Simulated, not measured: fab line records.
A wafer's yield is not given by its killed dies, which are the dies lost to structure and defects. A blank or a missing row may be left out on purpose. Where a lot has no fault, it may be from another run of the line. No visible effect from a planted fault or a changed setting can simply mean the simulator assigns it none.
A lot that was struck, set against a sound lot || flow n5Finfet || 15 out of 1938 route steps
Sound: these wafers, L217.1, L217.4, L217.6. The struck wafers were L223.1, L223.2, L223.3. Last of all comes the cause.
Per side, at each step with rows, come the tool, then ch with its chambers, and then its first start. Under that, the readings that differ: sound wafers || struck wafers || difference of the means || sigmas: that difference in standard deviations of wafers without a fault.
alike: a reading whose means differ by less than 2 such deviations, as well as words and numbers matching on both sides. not compared: withheld readings; readings where some wafer has no value; bounds like >300 that might hide an equal value; numbers whose values overlap and for which the record gives no deviation.
Wherever a step has rows on one side only, a row that says differs or no value, or a row with sigmas, the two part there. When numbers do not overlap yet have no deviation, they are printed without sigmas and do not part them. A reading that every wafer of one side lacks parts them only if that side has two wafers or more.

first, 8 steps without rows for these wafers: N5_BEOL_M11_COAT_59 (time 60 s, resist thk 100 nm); N5_BEOL_M11_COAT_60 (time 60 s, resist thk 30 nm); N5_BEOL_M11_COAT_05 (resist thk 90 nm); N5_BEOL_M11_EBR_07; N5_BEOL_M11_SOFTBAKE_06 (time 60 s); N5_BEOL_M11_EXPOSE_08 (exposes mask M11); N5_BEOL_M11_PEB_09 (peb time 60 s); N5_BEOL_M11_DEVELOP_10 (develop time 30 s).
N5_BEOL_M11_CD_MEAS_11 targets a cd of 64.1 nm.
  sound on cdSem-01 ch 0, day 13 13:16; struck on cdSem-03 ch 0, day 14 16:17
  alike: cdNm
N5_BEOL_M11_OVL_MEAS_12:
  sound on overlay-02 ch 0, day 13 13:18; struck on overlay-01 ch 0, day 14 16:19
  alike: M11_OVL
N5_BEOL_M11_INSPECT_13: inspects for defects (brightfield).
  sound on defectInspect-02, day 13 13:19; struck on defectInspect-02, day 14 16:21
  alike: rawDefectCount
N5_BEOL_M11_DESCUM_16: chemistry O2, time 7.9 s.
  sound on rieDiel-03 ch 1,3, day 13 13:22; struck on rieDiel-05 ch 1,2,3, day 14 16:28
  alike: biasPowerW, drypumpMotorCurrentA, oesProductAu, rfVppV, showerheadPlenumPTorr, throttleValvePct
  not compared: rfHoursCounterH
N5_BEOL_M11_ETCH_61: etches SiARC in CF4, target depth 39 nm, time 65 s.
  sound on rieDiel-03 ch 1,3, day 13 13:23; struck on rieDiel-05 ch 1,2,3, day 14 16:30
{"reading": "etchRfOnTimeS (s)", "sound": "58.8 61.6 62.1", "struck": "113.9 110.0 101.7", "difference": "+47.7", "sigmas": "+18"}
{"reading": "oesProductAu (a.u.)", "sound": "0.76 0.74 0.74", "struck": "0.56 0.59 0.62", "difference": -0.16, "sigmas": -2}
  alike: drypumpMotorCurrentA, mfcArSccm, rfVppV, showerheadPlenumPTorr, throttleValvePct
  not compared: rfHoursCounterH
N5_BEOL_M11_ETCH_62: etches SOC in N2/H2, target depth 110 nm, overetch 22 nm, time 165 s.
  sound on rieDiel-03 ch 1,3, day 13 13:26; struck on rieDiel-05 ch 1,2,3, day 14 16:33
  alike: drypumpMotorCurrentA, n2FlowSccm, oesProductAu, rfVppV, showerheadPlenumPTorr, throttleValvePct
  not compared: rfHoursCounterH
following that, these wafers have no rows for 1 step: N5_PASSIVATION_PROBE_49.

WHERE THEY PART
Only at N5_BEOL_M11_ETCH_61, within this record. Later steps at which nothing parts them and some readings are alike: N5_BEOL_M11_ETCH_62.

WHY: what had been put in by the simulator
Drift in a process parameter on rieDiel-05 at N5_BEOL_M11_ETCH_61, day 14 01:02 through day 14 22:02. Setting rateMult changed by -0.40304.
